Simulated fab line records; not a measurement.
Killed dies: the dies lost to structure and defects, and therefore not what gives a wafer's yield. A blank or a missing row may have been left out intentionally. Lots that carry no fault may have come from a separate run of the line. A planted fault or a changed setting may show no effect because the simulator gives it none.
Split-lot trial :: flow n5-finfet :: route with 1938 steps; 7 lots, 21 wafers read

== ABOUT THE SPLIT ==
At N5_MOL_CONTACT_COAG_COAT_02 (resist thk 30 nm), the setting spin-rpm was moved away from the recipe's 1500 rpm on 4 of the 21 wafers read, by -9.8% to +10.9%. For the rest of the wafers, this setting stayed at what the recipe calls for.

The split's own step is where the reading is taken.

== THE READING ==
CAR-EUV_of_MOL_CONTACT_COAG_COAT_02.thk-nm (the simulator's own value, which no gauge read), in nm, at N5_MOL_CONTACT_COAG_COAT_02 (resist thk 30 nm). No usual value for it is given in the file. The 17 wafers here that ran the recipe average 30.0 nm, standard deviation 0.083 nm.

wafer: L075.1
tool, chamber at the split: litho-track-05, 0
spin-rpm as run, rpm: 1500
against the recipe: recipe
CAR-EUV_of_MOL_CONTACT_COAG_COAT_02.thk-nm, nm: 30
against lot-mates on the recipe: -

wafer: L075.6
tool, chamber at the split: litho-track-05, 0
spin-rpm as run, rpm: 1500
against the recipe: recipe
CAR-EUV_of_MOL_CONTACT_COAG_COAT_02.thk-nm, nm: 30
against lot-mates on the recipe: -

wafer: L075.3
tool, chamber at the split: litho-track-05, 0
spin-rpm as run, rpm: 1664
against the recipe: +10.9%
CAR-EUV_of_MOL_CONTACT_COAG_COAT_02.thk-nm, nm: 28.6
against lot-mates on the recipe: -1.4

wafer: L077.3
tool, chamber at the split: litho-track-05, 0
spin-rpm as run, rpm: 1353
against the recipe: -9.8%
CAR-EUV_of_MOL_CONTACT_COAG_COAT_02.thk-nm, nm: 31.6
against lot-mates on the recipe: +1.6

wafer: L077.4
tool, chamber at the split: litho-track-05, 0
spin-rpm as run, rpm: 1500
against the recipe: recipe
CAR-EUV_of_MOL_CONTACT_COAG_COAT_02.thk-nm, nm: 30
against lot-mates on the recipe: -

wafer: L077.6
tool, chamber at the split: litho-track-05, 0
spin-rpm as run, rpm: 1500
against the recipe: recipe
CAR-EUV_of_MOL_CONTACT_COAG_COAT_02.thk-nm, nm: 30
against lot-mates on the recipe: -

wafer: L082.4
tool, chamber at the split: litho-track-01, 0
spin-rpm as run, rpm: 1500
against the recipe: recipe
CAR-EUV_of_MOL_CONTACT_COAG_COAT_02.thk-nm, nm: 29.8
against lot-mates on the recipe: -

wafer: L082.5
tool, chamber at the split: litho-track-01, 0
spin-rpm as run, rpm: 1500
against the recipe: recipe
CAR-EUV_of_MOL_CONTACT_COAG_COAT_02.thk-nm, nm: 30
against lot-mates on the recipe: -

wafer: L082.6
tool, chamber at the split: litho-track-01, 0
spin-rpm as run, rpm: 1500
against the recipe: recipe
CAR-EUV_of_MOL_CONTACT_COAG_COAT_02.thk-nm, nm: 30
against lot-mates on the recipe: -

wafer: L089.2
tool, chamber at the split: litho-track-01, 0
spin-rpm as run, rpm: 1500
against the recipe: recipe
CAR-EUV_of_MOL_CONTACT_COAG_COAT_02.thk-nm, nm: 30
against lot-mates on the recipe: -

wafer: L089.4
tool, chamber at the split: litho-track-01, 0
spin-rpm as run, rpm: 1500
against the recipe: recipe
CAR-EUV_of_MOL_CONTACT_COAG_COAT_02.thk-nm, nm: 30
against lot-mates on the recipe: -

wafer: L089.6
tool, chamber at the split: litho-track-01, 0
spin-rpm as run, rpm: 1500
against the recipe: recipe
CAR-EUV_of_MOL_CONTACT_COAG_COAT_02.thk-nm, nm: 30
against lot-mates on the recipe: -

wafer: L092.2
tool, chamber at the split: litho-track-01, 0
spin-rpm as run, rpm: 1500
against the recipe: recipe
CAR-EUV_of_MOL_CONTACT_COAG_COAT_02.thk-nm, nm: 30
against lot-mates on the recipe: -

wafer: L092.3
tool, chamber at the split: litho-track-01, 0
spin-rpm as run, rpm: 1500
against the recipe: recipe
CAR-EUV_of_MOL_CONTACT_COAG_COAT_02.thk-nm, nm: 30.2
against lot-mates on the recipe: -

wafer: L092.4
tool, chamber at the split: litho-track-01, 0
spin-rpm as run, rpm: 1413
against the recipe: -5.8%
CAR-EUV_of_MOL_CONTACT_COAG_COAT_02.thk-nm, nm: 30.8
against lot-mates on the recipe: +0.7

wafer: L096.2
tool, chamber at the split: litho-track-05, 0
spin-rpm as run, rpm: 1632
against the recipe: +8.8%
CAR-EUV_of_MOL_CONTACT_COAG_COAT_02.thk-nm, nm: 28.8
against lot-mates on the recipe: -1.2

wafer: L096.5
tool, chamber at the split: litho-track-05, 0
spin-rpm as run, rpm: 1500
against the recipe: recipe
CAR-EUV_of_MOL_CONTACT_COAG_COAT_02.thk-nm, nm: 30
against lot-mates on the recipe: -

wafer: L096.6
tool, chamber at the split: litho-track-05, 0
spin-rpm as run, rpm: 1500
against the recipe: recipe
CAR-EUV_of_MOL_CONTACT_COAG_COAT_02.thk-nm, nm: 30
against lot-mates on the recipe: -

wafer: L097.2
tool, chamber at the split: litho-track-02, 0
spin-rpm as run, rpm: 1500
against the recipe: recipe
CAR-EUV_of_MOL_CONTACT_COAG_COAT_02.thk-nm, nm: 30
against lot-mates on the recipe: -

wafer: L097.6
tool, chamber at the split: litho-track-02, 0
spin-rpm as run, rpm: 1500
against the recipe: recipe
CAR-EUV_of_MOL_CONTACT_COAG_COAT_02.thk-nm, nm: 30
against lot-mates on the recipe: -

wafer: L097.3
tool, chamber at the split: litho-track-02, 0
spin-rpm as run, rpm: 1500
against the recipe: recipe
CAR-EUV_of_MOL_CONTACT_COAG_COAT_02.thk-nm, nm: 30.2
against lot-mates on the recipe: -

THE FIT
A straight line over all 21 wafers: CAR-EUV_of_MOL_CONTACT_COAG_COAT_02.thk-nm changes by -0.142 nm for each +1% of spin-rpm; r = -0.99; the points scatter about the line by 0.096 nm.
The same after taking each lot's own level away (the mean of its wafers on the recipe; 21 wafers): -0.14 nm for each +1%; r = -0.99; scatter 0.09 nm.
The reading moves by 1.5 nm for the largest change in spin-rpm, on that fit.
The span of the lots' own levels, 29.93 to 30.10 nm, comes to 2.0 times the standard deviation stated above.
Consequently the slope shifts little with the lot-to-lot level, the two slopes agreeing.
Check: with one of the wafers moved furthest among these (+10.9%) left out of the fit, the line predicts -1.59 nm for it against its lot-mates. It came out at -1.4 nm against them.

== THE OTHER SPLITS THESE WAFERS WENT THROUGH ==
These wafers also went through other splits before the reading. Each is held against what the fit with the lots' levels taken away leaves over:
other split on the same wafers: N5_SDB_CUT_ETCH_26 icp-w
wafers away from the commonest value: 7
r with CAR-EUV_of_MOL_CONTACT_COAG_COAT_02.thk-nm (lot level and that fit taken away): -0.17

other split on the same wafers: N5_GATE_CUT_ETCH_56 icp-w
wafers away from the commonest value: 6
r with CAR-EUV_of_MOL_CONTACT_COAG_COAT_02.thk-nm (lot level and that fit taken away): -0.20

other split on the same wafers: N5_GATE_CUT_ETCH_58 time-s
wafers away from the commonest value: 6
r with CAR-EUV_of_MOL_CONTACT_COAG_COAT_02.thk-nm (lot level and that fit taken away): -0.29

== THE FILE'S OWN FIT ==
CAR-EUV_of_MOL_CONTACT_COAG_COAT_02.thk-nm changes by -0.14 nm for each +1% of spin-rpm, r = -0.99.
